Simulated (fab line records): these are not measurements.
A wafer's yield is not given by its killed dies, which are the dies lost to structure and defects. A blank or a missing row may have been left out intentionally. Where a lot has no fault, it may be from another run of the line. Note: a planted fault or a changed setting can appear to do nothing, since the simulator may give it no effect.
Split-lot trial	flow n5 finfet	route with 1938 steps; 7 lots, 21 wafers read

ABOUT THE SPLIT
At N5_BEOL_M0_SAQP_EXPOSE_11 (exposes mask M0 CORE, target cd 42 nm), the setting dose mj was moved away from the recipe's 55 on 11 of the 21 wafers read, by -6.3% to +4.0%. This setting was run at the recipe's value on the other wafers.

FROM THE SPLIT TO THE READING: what the file shows between them, 2 steps
- N5_BEOL_M0_SAQP_PEB_12: peb time 60 s
- N5_BEOL_M0_SAQP_DEVELOP_13: develop time 30 s

THE READING
cd nm (nm) at N5_BEOL_M0_SAQP_CD_MEAS_14, where the cd target is 42.5 nm. On this fab line, fault-free wafers typically give 42.6 nm with a standard deviation of 0.32 nm.

wafer	tool, chamber at the split	dose mj as run	against the recipe	cd nm, nm	against lot-mates on the recipe
L075.1	arfi scanner-02, 0	55	recipe	42.5	-
L075.2	arfi scanner-02, 0	55	recipe	42.5	-
L075.3	arfi scanner-02, 0	55	recipe	42.7	-
L076.4	arfi scanner-03, 0	51.54	-6.3%	45.1	+2.3
L076.5	arfi scanner-03, 0	55	recipe	42.9	-
L076.6	arfi scanner-03, 0	55	recipe	42.8	-
L077.1	arfi scanner-01, 0	52.25	-5.0%	44.5	no lot-mate on the recipe
L077.3	arfi scanner-01, 0	52.25	-5.0%	44.0	no lot-mate on the recipe
L077.6	arfi scanner-01, 0	52.25	-5.0%	43.6	no lot-mate on the recipe
L080.1	arfi scanner-03, 0	55	recipe	42.6	-
L080.2	arfi scanner-03, 0	55	recipe	42.8	-
L080.5	arfi scanner-03, 0	51.78	-5.9%	44.4	+1.7
L082.3	arfi scanner-03, 0	57.19	+4.0%	41.4	-0.9
L082.4	arfi scanner-03, 0	57.19	+4.0%	41.6	-0.7
L082.6	arfi scanner-03, 0	55	recipe	42.3	-
L087.1	arfi scanner-03, 0	52.01	-5.4%	44.2	+2.2
L087.4	arfi scanner-03, 0	52.01	-5.4%	43.9	+1.9
L087.5	arfi scanner-03, 0	55	recipe	42.0	-
L095.1	arfi scanner-03, 0	55	recipe	42.5	-
L095.3	arfi scanner-03, 0	51.86	-5.7%	43.8	+1.3
L095.6	arfi scanner-03, 0	51.86	-5.7%	44.1	+1.6

FIT RESULTS
A straight line over all 21 wafers: cd nm changes by -0.291 nm for each +1% of dose mj; r = -0.95; the points scatter about the line by 0.31 nm.
The same after taking each lot's own level away (the mean of its wafers on the recipe; 18 wafers): -0.291 nm for each +1%; r = -0.97; scatter 0.25 nm.
On that fit, the largest move of dose mj shifts the reading by 1.8 nm.
The lots' own levels span 42.00 to 42.85 nm, that is 2.7 times the standard deviation above.
Hence the lot-to-lot level has little effect on the slope; both slopes agree.
Check: for one of the wafers moved furthest among these (-6.3%), held out of the fit, the line's prediction against its lot-mates is +1.85 nm. It came out at +2.25 nm against them.

THE OTHER SPLITS THESE WAFERS WENT THROUGH
Before the reading, these wafers also passed through other splits. Each is held against what the fit with the lots' levels taken away leaves over:
other split on the same wafers	wafers away from the commonest value	r with cd nm (lot level and that fit taken away)
N5_HKMG_FIN_EXPOSE_09 dose mj	7	+0.01
N5_HKMG_FIN_ETCH_35 source w	7	-0.34
N5_MOL_CONTACT_COAG_COAT_103 spin rpm	6	+0.40
N5_MOL_CONTACT_COAG_COAT_02 spin rpm	6	+0.35
N5_MOL_CONTACT_COAG_ETCH_105 bias w	11	-0.17
N5_MOL_CONTACT_COAG_ETCH_106 source w	9	-0.40
N5_BEOL_M0_SAQP_PECVD_03 time s	6	-0.15

FILE'S OWN FIT
cd nm changes by -0.308 nm for each +1% of dose mj, r = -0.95.
